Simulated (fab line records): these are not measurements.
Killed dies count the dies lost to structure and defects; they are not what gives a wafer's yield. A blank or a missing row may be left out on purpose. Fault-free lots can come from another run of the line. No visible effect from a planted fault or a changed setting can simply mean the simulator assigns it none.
Chamber matching    flow n5-finfet    4 sister chambers for N5_BEOL_M2_VIA_ETCH_34 on rie-diel-03
The step etches the open film in C4F6/O2, target depth 69.4 nm, time 65.9 s. 18 wafers are shown with their chamber, then 9 later ones without.

WAFERS WITH THEIR CHAMBER
wafer   chamber  throttle-valve-pct (%)  rf-vpp-V (V)  drypump-motor-current-A (A)
L076.1  3        30.71                   655           5.4
L076.4  2        30.01                   677           5.6
L076.6  1        30.67                   628           5.1
L078.1  2        30.01                   675           5.7
L078.2  0        30.84                   643           6.3
L078.3  3        30.74                   655           5.4
L079.2  0        30.84                   643           6.4
L079.4  2        30.02                   675           5.6
L079.6  0        30.85                   642           6.4
L082.1  0        30.84                   642           6.4
L082.4  2        30.01                   675           5.6
L082.5  0        30.84                   643           6.4
L083.1  1        30.68                   628           5.1
L083.4  2        30.01                   677           5.7
L083.5  1        30.68                   627           5.1
L084.1  3        30.73                   655           5.4
L084.2  0        30.85                   642           6.4
L084.5  2        30.01                   676           5.7

SIGNATURES (means of the wafers above)
reading                  chamber 0  chamber 1  chamber 2  chamber 3  scatter within a chamber
throttle-valve-pct       30.8433    30.6767    30.0117    30.7267    0.00732
rf-vpp-V                 642.50     627.67     675.83     655.00     0.707
drypump-motor-current-A  6.383      5.100      5.650      5.400      0.0408
Rule: for each reading, subtract the chamber's mean from the wafer's reading, divide by that reading's scatter and square the result; add these up over the readings and take the root, which gives the wafer's distance from the chamber. If the next closest chamber is less than 2 further off than the closest, the wafer can't be placed; otherwise it belongs to the closest. The scatter is the square root of a quotient: the sum, over the shown wafers, of each reading's squared deviation from its chamber's mean, divided by wafers minus chambers.

WAFERS WITHOUT THEIR CHAMBER
wafer   throttle-valve-pct (%)  rf-vpp-V (V)  drypump-motor-current-A (A)
L091.1  30.86                   643           6.4
L091.3  30.02                   676           5.7
L091.6  30.87                   642           6.4
L095.1  30.46                   655           5.4
L095.3  30.86                   642           6.4
L095.6  30.88                   643           6.4
L097.1  30.72                   627           5.1
L097.2  30.49                   654           5.4
L097.3  30.04                   674           5.7

WHICH CHAMBER EACH ONE RAN IN
wafer   from the rows above  in truth
L091.1  0                    0
L091.3  2                    2
L091.6  0                    0
L095.1  3                    3
L095.3  0                    0
L095.6  0                    0
L097.1  1                    1
L097.2  3                    3
L097.3  2                    2
Correctly placed: 9 of 9. Left unplaced by these rows: 0. 0 placed wrongly.
